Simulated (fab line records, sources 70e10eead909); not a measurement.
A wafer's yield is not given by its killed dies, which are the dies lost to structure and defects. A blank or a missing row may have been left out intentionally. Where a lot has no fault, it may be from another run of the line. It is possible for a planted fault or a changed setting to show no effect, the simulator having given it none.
Chamber matching ; flow nand_harc ; 4 sister chambers for NHARC_A_DECK1_JOINT_CMP_13 on cmp-01
The step polishes, target thk 51.023 nm. 8 wafers are shown with their chamber, then 7 later ones without.

EACH WAFER AND ITS CHAMBER
wafer;chamber;motor_current_A (A);time_to_endpoint_s (s)
L233.2;1;12.5;13.2
L233.6;0;11.6;8.2
L237.6;3;11.0;9.5
L241.1;3;10.3;11.8
L241.2;2;10.8;11.5
L241.3;1;11.9;14.6
L242.1;2;10.8;8.7
L242.3;0;11.0;8.0

WAFERS WITHOUT THEIR CHAMBER
wafer;motor_current_A (A);time_to_endpoint_s (s)
L242.5;10.7;10.3
L243.3;12.5;14.8
L243.4;10.8;12.8
L243.6;11.3;10.8
L245.1;11.1;8.6
L245.5;10.7;12.3
L245.6;10.9;7.4

CHAMBER TAKEN BY EACH
wafer;from the rows above;in truth
L242.5;can't be placed: 3 or 2 or 0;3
L243.3;1;1
L243.4;can't be placed: 3 or 2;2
L243.6;can't be placed: 2 or 3 or 0 or 1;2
L245.1;can't be placed: 0 or 2 or 3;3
L245.5;can't be placed: 3 or 2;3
L245.6;can't be placed: 0 or 2 or 3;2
1 of 7 placed correctly. Not placeable from these rows: 6 (in 6, the candidates include the true chamber). Number placed wrongly: 0.
How it was worked out, from the rows above alone: a wafer's distance from a chamber is the root of the sum, over the readings, of the square of ((its reading less the chamber's mean) divided by the reading's scatter). If the next closest chamber is less than 2 further off than the closest, the wafer can't be placed; otherwise it belongs to the closest. The mean given for a chamber averages the wafers shown for that chamber. The scatter: the root of (the sum of the squares of (reading less its chamber's mean) over the shown wafers, divided by (wafers less chambers)).
